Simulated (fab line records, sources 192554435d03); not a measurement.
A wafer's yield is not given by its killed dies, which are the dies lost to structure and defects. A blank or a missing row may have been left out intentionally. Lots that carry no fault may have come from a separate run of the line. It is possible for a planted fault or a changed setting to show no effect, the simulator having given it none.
Matching of chambers	flow n5_finfet	N5_MOL_CONTACT_COAG_CMP_23 on cmp-03 has 4 sister chambers
The step polishes, stops on SiO2, t overpolish 1.5 s, target thk 0 nm. 16 wafers are shown with their chamber, then 7 later ones without.

== WAFERS WITH THEIR CHAMBER ==
wafer	chamber	motor_current_A (A)	time_to_endpoint_s (s)	overpolish_run_s (s)
L075.3	2	7.3	3.8	1.507
L075.4	0	8.6	10.7	1.485
L074.2	3	8.1	11.5	1.496
L076.1	2	7.6	1.1	1.498
L076.3	3	8.2	9.2	1.502
L078.1	0	8.7	7.2	1.494
L081.3	2	7.6	8.0	1.500
L081.4	3	8.2	10.0	1.503
L082.2	0	8.7	8.6	1.487
L082.3	3	8.3	10.7	1.493
L084.1	2	8.1	4.6	1.500
L084.3	0	8.9	5.1	1.499
L085.1	0	9.1	8.6	1.500
L085.3	2	7.8	5.9	1.497
L085.4	1	8.2	5.0	1.509
L086.2	0	8.3	5.8	1.507

SIGNATURES (means of the wafers above)
reading	chamber 0	chamber 1	chamber 2	chamber 3	scatter within a chamber
motor_current_A	8.717	8.200	7.680	8.200	0.248
time_to_endpoint_s	7.667	5.000	4.680	10.350	2.05
overpolish_run_s	1.49533	1.50900	1.50040	1.49850	0.00632
Rule: distance of a wafer from a chamber = root of the sum over the readings of ((wafer's reading minus chamber's mean) / reading's scatter) squared. If the next closest chamber is less than 2 further off than the closest, the wafer can't be placed; otherwise it belongs to the closest. How the scatter is found: for the shown wafers, subtract from each reading the mean of its chamber, square and add these, divide the total by (wafers less chambers), then take the root.

== WAFERS WITH NO CHAMBER GIVEN ==
wafer	motor_current_A (A)	time_to_endpoint_s (s)	overpolish_run_s (s)
L086.4	8.0	3.9	1.494
L087.1	8.7	10.1	1.483
L087.4	8.2	6.3	1.510
L091.2	8.2	10.0	1.496
L095.1	7.6	6.9	1.494
L095.3	8.5	8.1	1.494
L095.4	8.7	8.6	1.495

== THE CHAMBER EACH PASSED THROUGH ==
wafer	from the rows above	in truth
L086.4	can't be placed: 2 or 1 or 3 or 0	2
L087.1	can't be placed: 0 or 3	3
L087.4	1	1
L091.2	can't be placed: 3 or 0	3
L095.1	can't be placed: 2 or 3 or 1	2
L095.3	can't be placed: 0 or 3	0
L095.4	can't be placed: 0 or 3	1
Correctly placed: 1 of 7. These rows do not allow placing 6 (true chamber among the candidates in 5). Number placed wrongly: 0.
